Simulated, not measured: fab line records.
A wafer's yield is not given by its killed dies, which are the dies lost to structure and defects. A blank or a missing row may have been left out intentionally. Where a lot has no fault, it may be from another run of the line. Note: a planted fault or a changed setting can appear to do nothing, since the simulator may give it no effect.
A lot that was struck, set against a sound lot :: flow n5-finfet :: 36 out of 1938 route steps
Sound: wafers L478.1, L478.2, L478.3. Struck: wafers L484.3, L484.4. (L484.1 of the same lot was not struck and is left out.) The cause comes at the end.
Each step with rows lists, per side, the tool, then ch with its chambers, then its first start. Under that, the readings that differ: sound wafers :: struck wafers :: difference of the means :: sigmas: that difference in standard deviations of wafers without a fault.
alike: words and numbers the same on both sides, and readings whose means are apart by under 2 such deviations; not compared: readings that were withheld, readings missing a value for some wafer, numbers with overlapping values and no deviation given by the record, and bounds like >300 which may hide the same value.
A row with sigmas, a row that says differs or no value, or rows on one side alone: a step with any of these is where the two part. When numbers do not overlap yet have no deviation, they are printed without sigmas and do not part them. A reading missing from all wafers of one side parts the sides only when that side holds two or more wafers.

first, 9 steps without rows for these wafers: N5_BEOL_M5_ANNEAL_89 (time 1800 s); N5_BEOL_M5_SPUTTER_90 (material Cu, target thk 4.5 nm, time 8.29 s); N5_BEOL_M5_ECD_50 (material Cu, target thk 300 nm); N5_BEOL_M5_ANNEAL_51 (time 90 s); N5_BEOL_M5_CMP_52 (polishes, stops on SiCOH lowk, t overpolish 6.9 s, target thk 62 nm); N5_BEOL_M5_PRE_CLEAN_77 (time 15 s); N5_BEOL_M5_CO_CAP_78 (material Co, precursor CCTBA/H2, target thk 2 nm, time 102.1 s); N5_BEOL_M5_PRE_CLEAN_55 (time 15 s); N5_BEOL_M5_DEP_56 (deposits SiCN from 3MS/NH3, target thk 8 nm, time 14 s).
N5_BEOL_M6_ILD_DEP_00: deposits SiCOH lowk from DEMS/porogen, target thk 179.75 nm, time 33.4 s.
  sound on pecvd-01 ch 0,1,2, day 9 14:53; struck on pecvd-01 ch 1,2, day 11 14:54
reading: model.SiCOH_lowk_of_BEOL_M6_ILD_DEP_00.thk-nm (nm)
sound: 178.2 180 180.6
struck: 140.4 143
difference: -37.9
sigmas: 
  alike: heater-power-w, showerhead-plenum-p-Torr, throttle-valve-pct
then, 1 step without rows for these wafers: N5_BEOL_M6_CURE_74 (cures SiCOH lowk, time 240 s).
N5_BEOL_M6_THK_MEAS_01:
  sound: film-metro-01 at day 9 15:28; struck: film-metro-01 at day 11 15:28
reading: M6_ILD_THK (nm)
sound: 153.9 155.4 155.7
struck: 120.7 123.0
difference: -33.2
sigmas: -17
then, 23 steps without rows for these wafers: N5_BEOL_M6_PECVD_70 (deposits SiO2 from TEOS/O2, target thk 20 nm, time 22.7 s); N5_BEOL_M6_HM_DEP_02 (deposits TiN, target thk 20 nm); N5_BEOL_M6_COAT_59 (time 60 s, resist thk 100 nm); N5_BEOL_M6_COAT_60 (time 60 s, resist thk 35 nm); N5_BEOL_M6_COAT_05 (resist thk 90 nm); N5_BEOL_M6_EBR_07; N5_BEOL_M6_SOFTBAKE_06 (time 60 s); N5_BEOL_M6_EXPOSE_08 (exposes mask M6); N5_BEOL_M6_PEB_09 (peb time 60 s); N5_BEOL_M6_DEVELOP_10 (develop time 30 s); N5_BEOL_M6_DESCUM_16 (chemistry O2, time 7.9 s); N5_BEOL_M6_ETCH_61 (etches SiARC in CF4, target depth 45.5 nm, time 75.8 s); N5_BEOL_M6_ETCH_62 (etches SOC in N2/H2, target depth 110 nm, overetch 22 nm, time 165 s); N5_BEOL_M6_STRIP_68 (strips in N2/H2); N5_BEOL_M6_STRIP_67 (strips in CF4); N5_BEOL_M6_HM_OPEN_17 (chemistry Cl2/BCl3, target TiN, target depth 20 nm, overetch 6 nm); N5_BEOL_M6_STRIP_19 (strips in O2); N5_BEOL_M6_COAT_63 (time 60 s, resist thk 60 nm); N5_BEOL_M6_COAT_64 (time 60 s, resist thk 12 nm); N5_BEOL_M6_COAT_71 (time 60 s, resist thk 5 nm); N5_BEOL_M6_COAT_22 (resist thk 30 nm); N5_BEOL_M6_EBR_24; N5_BEOL_M6_SOFTBAKE_23 (time 60 s).
N5_BEOL_M6_CMP_52: polishes, stops on SiCOH lowk, t overpolish 6.9 s, target thk 80 nm.
  sound on cmp-03 ch 0,1,3, day 9 21:26; struck on cmp-01 ch 0,1, day 11 20:46
reading: model.SiCOH_lowk_of_BEOL_M6_ILD_DEP_00.thk-nm (nm)
sound: 150.8 152.4 152.8
struck: 117.8 120
difference: -33.1
sigmas: 
  alike: head-pressure-psi, motor-current-A

## WHERE THEY PART
At N5_BEOL_M6_THK_MEAS_01 and nowhere else, as far as this record goes. Later steps at which nothing parts them and some readings are alike: N5_BEOL_M6_CMP_52.

WHY: what the simulator had put in
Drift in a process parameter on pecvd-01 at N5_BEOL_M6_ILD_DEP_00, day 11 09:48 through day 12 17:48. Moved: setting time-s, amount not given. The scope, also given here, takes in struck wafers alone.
